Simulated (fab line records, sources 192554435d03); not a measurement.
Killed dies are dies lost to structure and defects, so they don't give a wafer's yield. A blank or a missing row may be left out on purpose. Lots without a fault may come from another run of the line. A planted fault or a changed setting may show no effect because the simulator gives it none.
Problem report in the 8D (eight disciplines) form, filled by code | flow n5_finfet | the parts of the form that need people (team, actions taken, sign-off) are left out

1. THE PROBLEM
bias_w at N5_FIN_SAQP_MANDREL_ETCH_58 reads a mean of 92.58 W on 6 wafers of 2 lots; wafers without a fault read 75.03 W with a standard deviation of 0.21. That is +84 standard deviations from the usual mean.
The step: etches a-Si in HBr/Cl2, stops on SiNx, target depth 45 nm, bt time 10 s, time 27 s.
First seen on wafer L112.1, day 4 12:04, on rie_si-06. The record holds 27 wafers of 9 lots with a number at this step. Rule for "out", or "out of limits": more than 4 standard deviations from the usual mean. The other wafers with a number count as sound.

2. WHAT IT IS AND WHAT IT IS NOT
question                    | is                     | is not
which readings at this step | bias_w                 | drypump_motor_current_A
which lots                  | L112, L113             | L102, L103, L104, L117, L120, L124, L125
which wafers of those lots  | all that have a number | -
read on which tools         | rie_si-06              | rie_si-02, rie_si-05
when                        | from day 4 12:04       | up to then (9 sound wafers); but 12 sound wafers of L117, L120, L124, L125 came after

3. SUSPECTS, AND WHAT RULES EACH OUT
Counting: a tool at a process step up to the reading stays a suspect if it ran every lot that is out and no sound lot after the first of them.
- rie_si-06 at N5_FIN_SAQP_MANDREL_ETCH_58 (etches a-Si in HBr/Cl2, stops on SiNx, target depth 45 nm, bt time 10 s, time 27 s): kept. It ran every lot that is out, first L112 (day 4 12:04), and no sound lot after that; its last sound lot up to then is L104 (day 2 13:43). Its own readings are out on those wafers: bias_w.
Left after counting: rie_si-06 at N5_FIN_SAQP_MANDREL_ETCH_58.

4. THE CAUSE (what the simulator had put in)
Process parameter drift: rie_si-06, from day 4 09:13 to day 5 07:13, at N5_FIN_SAQP_MANDREL_ETCH_58. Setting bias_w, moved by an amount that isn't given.
Counting left only this tool.

5. THE CHAIN OF EFFECTS, in route order
Each row: a reading whose mean over the struck wafers that have a number lies more than 3 standard deviations from the usual. Only readings for which the record gives a usual standard deviation are gone through. hours: the time from each lot's start at the first step in this table that gives one to its start at this step, as a median over the lots. sigmas: the change in usual standard deviations.
hours | step                        | reading | usual   | on struck wafers | change | sigmas
0     | N5_FIN_SAQP_MANDREL_ETCH_58 | bias_w  | 75.03 W | 92.58            | +17.55 | +84
The process steps in it:
- N5_FIN_SAQP_MANDREL_ETCH_58: etches a-Si in HBr/Cl2, stops on SiNx, target depth 45 nm, bt time 10 s, time 27 s.
Later measuring or inspecting steps at which every struck wafer that the step has a row for has a number for every such reading, and none has moved that far: N5_BEOL_M4_RC_MEAS_101.

6. WHAT WOULD HAVE CAUGHT IT SOONER
In this record the first reading out of limits was taken at day 4 12:04, 3 hours after the fault began at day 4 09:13.
